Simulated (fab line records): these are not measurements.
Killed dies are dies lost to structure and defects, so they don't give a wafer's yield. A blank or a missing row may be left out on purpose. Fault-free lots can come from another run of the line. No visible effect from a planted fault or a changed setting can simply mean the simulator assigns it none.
Chamber matching ; flow n5Finfet ; N5_BEOL_M3_DESCUM_16 on rieDiel-05 has 4 sister chambers
The step chemistry O2, time 7 s. 20 wafers are shown with their chamber, then 10 later ones without.

## WAFERS, EACH WITH ITS CHAMBER
wafer;chamber;drypumpMotorCurrentA (A);showerheadPlenumPTorr (Torr);throttleValvePct (%)
L074.1;3;5.8;2.16;20.59
L074.3;0;6.6;2.03;20.19
L074.4;2;6.6;2.12;20.59
L075.1;1;5.3;2.15;20.52
L075.4;3;5.8;2.16;20.60
L075.6;2;6.6;2.12;20.58
L078.1;3;5.8;2.15;20.59
L078.2;0;6.6;2.03;20.20
L078.3;1;5.3;2.15;20.53
L080.1;0;6.6;2.03;20.20
L080.4;2;6.6;2.11;20.63
L080.5;3;5.9;2.15;20.62
L082.1;2;6.6;2.11;20.62
L082.3;0;6.6;2.03;20.25
L082.4;2;6.6;2.11;20.60
L081.1;0;6.6;2.03;20.22
L081.2;2;6.6;2.11;20.62
L081.6;3;5.9;2.15;20.62
L084.1;0;6.6;2.02;20.23
L084.2;2;6.6;2.11;20.62

SIGNATURES (means of the wafers above)
reading;chamber 0;chamber 1;chamber 2;chamber 3;scatter within a chamber
drypumpMotorCurrentA;6.600;5.300;6.600;5.840;0.0274
showerheadPlenumPTorr;2.0283;2.1500;2.1129;2.1540;0.00465
throttleValvePct;20.2150;20.5250;20.6086;20.6040;0.0187
Rule: for a wafer and a chamber, the distance is found by dividing, reading by reading, the gap between the wafer's reading and the chamber's mean by the reading's scatter, squaring, summing and taking the root. The wafer belongs to the nearest chamber; if the next one is less than 2 further off, it can't be placed. How the scatter is found: for the shown wafers, subtract from each reading the mean of its chamber, square and add these, divide the total by (wafers less chambers), then take the root.

## WAFERS MISSING THEIR CHAMBER
wafer;drypumpMotorCurrentA (A);showerheadPlenumPTorr (Torr);throttleValvePct (%)
L084.5;6.6;2.11;20.63
L088.2;6.6;2.02;20.24
L088.4;5.3;2.14;20.33
L088.6;5.3;2.14;20.33
L091.3;6.6;2.02;20.25
L091.4;5.3;2.14;20.33
L091.6;5.4;2.14;20.34
L095.1;6.6;2.10;20.64
L095.2;5.3;2.14;20.34
L095.3;5.8;2.14;20.66

## THE CHAMBER EACH PASSED THROUGH
wafer;from the rows above;in truth
L084.5;2;2
L088.2;0;0
L088.4;1;1
L088.6;1;1
L091.3;0;0
L091.4;1;1
L091.6;1;1
L095.1;2;2
L095.2;1;1
L095.3;3;3
Placed correctly: 10 of 10. Number that these rows cannot place: 0. Placed wrongly: 0.
